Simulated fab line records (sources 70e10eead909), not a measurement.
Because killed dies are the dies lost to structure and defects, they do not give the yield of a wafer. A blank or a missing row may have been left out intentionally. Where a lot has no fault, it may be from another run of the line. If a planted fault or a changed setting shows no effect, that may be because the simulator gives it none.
Chamber matching | flow nand harc | NHARC_P_CONTACT_ALD_22 on ald metal-02 has 4 sister chambers
The step deposits TiN, target thk 3 nm, pulse time 1 s, ald cycles 150. 4 wafers are shown with their chamber, then 11 later ones without.

WAFERS PAIRED WITH THEIR CHAMBERS
wafer  | chamber | heater power w (W)
L083.6 | 0       | 1170
L090.2 | 1       | 1064
L090.6 | 3       | 1097
L091.2 | 2       | 1130

WAFERS WITH NO CHAMBER GIVEN
wafer  | heater power w (W)
L091.3 | 1202
L091.4 | 1088
L093.3 | 1160
L093.4 | 1076
L093.5 | 1059
L096.2 | 1060
L096.3 | 1095
L096.4 | 1202
L097.2 | 1183
L097.3 | 1097
L097.6 | 1194

THE CHAMBER EACH PASSED THROUGH
wafer  | from the rows above          | in truth
L091.3 | 0                            | 0
L091.4 | can't be placed: 3 or 1 or 2 | 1
L093.3 | can't be placed: 0 or 2      | 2
L093.4 | can't be placed: 1 or 3      | 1
L093.5 | can't be placed: 1 or 3      | 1
L096.2 | can't be placed: 1 or 3      | 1
L096.3 | can't be placed: 3 or 1 or 2 | 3
L096.4 | 0                            | 0
L097.2 | 0                            | 0
L097.3 | can't be placed: 3 or 1 or 2 | 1
L097.6 | 0                            | 0
Correct placement for 4 of the 11. Unplaceable from these rows: 7, with the true chamber sitting among the candidates in 7. 0 placed wrongly.
How it was worked out, from the rows above alone: a wafer's distance from a chamber is the root of the sum, over the readings, of the square of ((its reading less the chamber's mean) divided by the reading's scatter). The wafer belongs to the nearest chamber; if the next one is less than 2 further off, it can't be placed. Each chamber's mean is taken over the wafers shown for it. The scatter: with one shown wafer a chamber, the root of the mean of the squares of how far each hidden wafer lies from its nearest shown one.
